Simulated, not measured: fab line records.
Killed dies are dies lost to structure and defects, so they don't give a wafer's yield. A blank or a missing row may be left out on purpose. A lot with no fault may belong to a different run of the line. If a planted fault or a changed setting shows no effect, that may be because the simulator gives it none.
One fault through the eyes of 2 desks	flow n5Finfet	numbers are kept per desk, each desk with only its own; the story behind them comes last

## THE METROLOGY DESK
What the gauges read, lot by lot, whatever tool the lot ran on: means of the sampled wafers that have a number. Marked OUT: a lot whose mean sits more than 4 standard deviations from the usual mean, which makes it out of limits; the brackets give that distance. It has 10 readings; the 7 that lie furthest out on some lot are the ones shown.
Columns: A = DIBL_N at N5_BEOL_M4_RC_MEAS_101, usual 36.4 mV/V; B = IOFF_N at N5_BEOL_M4_RC_MEAS_101, usual 0.158 nA/um; C = IOFF_P at N5_BEOL_M4_RC_MEAS_101, usual 0.21 nA/um; D = ION_N at N5_BEOL_M4_RC_MEAS_101, usual 676 uA/um; E = ION_P at N5_BEOL_M4_RC_MEAS_101, usual 465 uA/um; F = SS_N at N5_BEOL_M4_RC_MEAS_101, usual 71.5 mV/dec; G = VT_N at N5_BEOL_M4_RC_MEAS_101, usual 249.8 mV
lot	first seen here	A	B	C	D	E	F	G
L356	day 9 10:20	38.1	0.202	0.23	673	457	72.5	247.5
L358	day 9 10:26	37.0	0.171	0.24	697	483	71.3	246.5
L357	day 9 11:25	34.2	0.130	0.20	658	460	71.3	251.8
L360	day 9 19:14	37.9	0.185	0.22	694	469	71.7	247.2
L365	day 11 04:08	35.9	0.160	0.26	677	476	71.9	249.1
L367	day 11 21:34	39.5	0.193	0.27	701	479	71.5	244.9
L371	day 12 18:44	35.5	0.145	0.19	676	462	71.2	250.7
L369	day 12 22:19	36.2	0.151	0.20	673	456	71.7	250.9
L374	day 13 18:32	35.0	0.138	0.19	664	459	71.1	250.5
L375	day 14 12:35	36.7	0.156	0.19	679	461	71.5	250.5
Finding of this desk: none of the 10 lots has anything out of limits.

## FOR THE TOOL OWNER'S DESK: remotePlasma-02
The tool's own readings at N5_ILD0_PRECLEAN_10 (cleans in NF3:NH3, afs cycles 5, time 20 s, sublimation time 60 s): means of the sampled wafers that have a number, for each lot that ran on this tool. Marked OUT: a lot whose mean sits more than 4 standard deviations from the usual mean, which makes it out of limits; the brackets give that distance.
Columns: A = tempC at N5_ILD0_PRECLEAN_10, usual 30.01 C
lot	first seen here	A
L357	day 4 01:58	30.02
L360	day 4 15:04	30.02
L365	day 5 21:37	29.86
L367	day 6 08:53	29.97
L369	day 6 20:47	29.94
Finding of this desk: none of the 5 lots has anything out of limits.

## TAKEN TOGETHER
From the metrology desk's view, nothing was out of limits.
The desk of the tool owner found nothing out of limits.

## WHAT HAD BEEN PUT IN BY THE SIMULATOR
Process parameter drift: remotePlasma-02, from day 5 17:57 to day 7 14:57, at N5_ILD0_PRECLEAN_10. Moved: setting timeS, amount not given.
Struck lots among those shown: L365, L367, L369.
